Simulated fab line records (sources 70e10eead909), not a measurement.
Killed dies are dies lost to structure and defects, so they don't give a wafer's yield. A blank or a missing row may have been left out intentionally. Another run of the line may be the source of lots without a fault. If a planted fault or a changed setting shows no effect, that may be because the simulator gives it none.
Chamber matching ; flow nand-harc ; 4 sister chambers for NHARC_A_WL_FILL_ALD_02 on ald-metal-02
The step deposits TiN, target thk 2 nm, pulse time 3 s, ald cycles 100. 8 wafers are shown with their chamber, then 7 later ones without.

WAFERS PAIRED WITH THEIR CHAMBERS
wafer;chamber;heater-power-w (W);precursor-pulse-height-rel
L800.5;2;1150;0.992
L804.2;0;1108;1.015
L804.4;2;1165;0.989
L810.6;1;1234;1.000
L812.2;1;1224;1.023
L812.3;3;911;1.029
L812.6;3;908;1.004
L816.2;0;1106;0.950

WAFERS MISSING THEIR CHAMBER
wafer;heater-power-w (W);precursor-pulse-height-rel
L816.6;1141;0.973
L818.1;904;0.990
L818.3;1161;1.006
L818.4;1088;1.000
L822.2;1124;0.974
L822.3;1167;0.976
L822.6;1149;1.004

WHICH CHAMBER EACH ONE RAN IN
wafer;from the rows above;in truth
L816.6;2;2
L818.1;3;3
L818.3;2;2
L818.4;0;0
L822.2;0;0
L822.3;2;2
L822.6;2;2
7 of 7 placed correctly. Left unplaced by these rows: 0. Number placed wrongly: 0.
How it was worked out, from the rows above alone: a wafer's distance from a chamber is the root of the sum, over the readings, of the square of ((its reading less the chamber's mean) divided by the reading's scatter). The wafer belongs to the nearest chamber; if the next one is less than 2 further off, it can't be placed. For every chamber, the mean is computed from those of its wafers that are shown. How the scatter is found: for the shown wafers, subtract from each reading the mean of its chamber, square and add these, divide the total by (wafers less chambers), then take the root.
